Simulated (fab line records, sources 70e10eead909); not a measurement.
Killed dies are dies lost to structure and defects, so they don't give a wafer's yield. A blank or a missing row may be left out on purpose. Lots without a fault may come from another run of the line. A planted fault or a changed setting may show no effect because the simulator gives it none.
Chamber matching | flow nand_harc | NHARC_A_STAIRCASE_TRIM_20 on rie_diel-07: 4 sister chambers
The step chemistry O2, time 211.2 s. 4 wafers are shown with their chamber, then 8 later ones without.

WAFERS WITH THEIR CHAMBER
wafer  | chamber | drypump_motor_current_A (A)
L083.1 | 1       | 6.7
L084.5 | 3       | 5.1
L084.6 | 2       | 6.2
L086.1 | 0       | 5.3

WAFERS WITHOUT THEIR CHAMBER
wafer  | drypump_motor_current_A (A)
L086.2 | 6.2
L086.3 | 5.1
L087.3 | 5.3
L087.5 | 5.4
L087.6 | 5.1
L090.1 | 6.2
L090.4 | 5.3
L090.5 | 6.2

WHICH CHAMBER EACH WENT THROUGH
wafer  | from the rows above | in truth
L086.2 | 2                   | 2
L086.3 | 3                   | 3
L087.3 | 0                   | 0
L087.5 | 0                   | 0
L087.6 | 3                   | 3
L090.1 | 2                   | 2
L090.4 | 0                   | 0
L090.5 | 2                   | 2
Placed correctly: 8 of 8. Can't be placed from these rows: 0. Placed wrongly: 0.
How it was worked out, from the rows above alone: a wafer's distance from a chamber is the root of the sum, over the readings, of the square of ((its reading less the chamber's mean) divided by the reading's scatter). The wafer belongs to the nearest chamber; if the next one is less than 2 further off, it can't be placed. A chamber's mean is the mean of its shown wafers. The scatter: with one shown wafer a chamber, the root of the mean of the squares of how far each hidden wafer lies from its nearest shown one.
